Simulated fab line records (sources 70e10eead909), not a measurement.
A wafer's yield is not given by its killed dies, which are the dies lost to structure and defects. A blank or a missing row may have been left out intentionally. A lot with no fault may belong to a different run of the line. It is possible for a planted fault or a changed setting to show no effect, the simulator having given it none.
Chamber matching -- flow nand-harc -- NHARC_A_CONTACT_DESCUM_13 on rie-diel-07: 4 sister chambers
The step chemistry O2, time 3 s. 8 wafers are shown with their chamber, then 10 later ones without.

WAFERS PAIRED WITH THEIR CHAMBERS
wafer,chamber,drypump-motor-current-A (A),oes-product-au (a.u.)
L076.1,0,5.9,1.015
L078.3,0,5.8,1.014
L077.6,1,5.5,1.011
L079.1,2,5.7,1.024
L079.5,3,5.5,1.007
L079.6,2,5.7,1.025
L081.1,1,5.5,1.010
L081.4,3,5.4,1.008

WAFERS MISSING THEIR CHAMBER
wafer,drypump-motor-current-A (A),oes-product-au (a.u.)
L081.6,5.5,1.017
L080.2,5.4,1.000
L080.3,5.7,1.013
L080.6,5.5,1.012
L094.2,5.7,1.015
L094.3,5.6,1.006
L094.4,5.4,1.001
L095.1,5.7,0.996
L095.4,5.5,1.002
L095.6,5.5,1.004

CHAMBER TAKEN BY EACH
wafer,from the rows above,in truth
L081.6,can't be placed: 0 or 1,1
L080.2,3,3
L080.3,can't be placed: 0 or 1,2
L080.6,1,1
L094.2,0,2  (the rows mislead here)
L094.3,3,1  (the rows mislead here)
L094.4,3,3
L095.1,3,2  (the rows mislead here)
L095.4,3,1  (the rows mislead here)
L095.6,3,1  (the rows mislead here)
3 of 10 placed correctly. Can't be placed from these rows: 2 (the true chamber is among the candidates in 1). Wrongly placed: 5.
How it was worked out, from the rows above alone: a wafer's distance from a chamber is the root of the sum, over the readings, of the square of ((its reading less the chamber's mean) divided by the reading's scatter). If the next closest chamber is less than 2 further off than the closest, the wafer can't be placed; otherwise it belongs to the closest. A chamber's mean is the mean of its shown wafers. How the scatter is found: for the shown wafers, subtract from each reading the mean of its chamber, square and add these, divide the total by (wafers less chambers), then take the root.
